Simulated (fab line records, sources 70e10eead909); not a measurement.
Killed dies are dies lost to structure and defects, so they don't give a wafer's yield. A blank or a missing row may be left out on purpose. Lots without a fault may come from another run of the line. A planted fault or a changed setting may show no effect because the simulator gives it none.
Which tool did it? | flow nand_harc | 7 lots, 21 wafers sampled, at 4 steps of a route of 1302

WHAT THE GAUGES READ, wafer by wafer
NHARC_A_DECK1_JOINT_INSPECT_05.
lot  | measured     | on                | raw_defect_count
L836 | day 13 12:14 | defect_inspect-01 | 298 438 241
L838 | day 14 05:08 | defect_inspect-02 | 206 220 268
L842 | day 15 23:55 | defect_inspect-02 | 153 149 162
L849 | day 18 19:14 | defect_inspect-02 | 224 407 315
L851 | day 19 20:55 | defect_inspect-02 | 350 454 364
L854 | day 20 19:37 | defect_inspect-01 | 226 355 200
L856 | day 21 12:07 | defect_inspect-02 | 226 153 193

WHICH TOOL RAN EACH LOT (tool, then ch and the chambers of the sampled wafers, then the start)
lot  | NHARC_A_CHANNEL_FILL_D1_ALD_16   | NHARC_A_CHANNEL_FILL_D1_STRIP_29              | NHARC_A_DECK1_JOINT_ANNEAL_29
L836 | ald_hk-02 ch 0,2, day 10 15:37   | rie_diel-02 ch 0,2, day 13 08:43 or earlier   | furnace-02 ch 0, day 13 08:43
L838 | ald_hk-02 ch 0,1, day 10 23:52   | rie_diel-11 ch 1,2, day 14 01:45 or earlier   | furnace-04 ch 0, day 14 01:45
L842 | ald_hk-03 ch 1,3, day 12 21:36   | rie_diel-11 ch 0,2, day 14 04:14              | furnace-04 ch 0, day 15 20:31
L849 | ald_hk-03 ch 0,1,3, day 15 18:34 | rie_diel-11 ch 1,2,3, day 18 15:41 or earlier | furnace-02, day 18 15:41
L851 | ald_hk-03 ch 0,1,3, day 16 17:07 | rie_diel-07 ch 1,2,3, day 19 17:32 or earlier | furnace-02, day 19 17:32
L854 | ald_hk-03 ch 2,3, day 17 19:37   | rie_diel-02 ch 0,1,2, day 20 16:13 or earlier | furnace-04 ch 0, day 20 16:13
L856 | ald_hk-02 ch 0,2,3, day 18 15:26 | rie_diel-11 ch 0,2,3, day 21 08:45 or earlier | furnace-02 ch 0, day 21 08:45
- NHARC_A_CHANNEL_FILL_D1_ALD_16: deposits SiO2, target thk 1.5 nm, pulse time 10 s, ald cycles 15.
- NHARC_A_CHANNEL_FILL_D1_STRIP_29: strips in O2, time 20 s.
- NHARC_A_DECK1_JOINT_ANNEAL_29: time 1800 s.

THE ANSWER, worked out from the rows above alone
Rule: what is usual is taken from the lots themselves. Put in order of their means at a reading, lots are off if they are a third of the lots or fewer, leave a main group of 4 or more, and stand apart from it by a gap of 3 or more times the standard deviation of the main group's means; of several such gaps the widest counts. A main group whose means are all the same, to the digits that the tables above print for the reading, isn't used. A lot without any number at a reading at which 4 lots or more have one is off too. The other lots that the step has rows for count as sound.
No lot is off at any reading shown: from this, nothing can be told.

WHAT THE SIMULATOR HAD PUT IN
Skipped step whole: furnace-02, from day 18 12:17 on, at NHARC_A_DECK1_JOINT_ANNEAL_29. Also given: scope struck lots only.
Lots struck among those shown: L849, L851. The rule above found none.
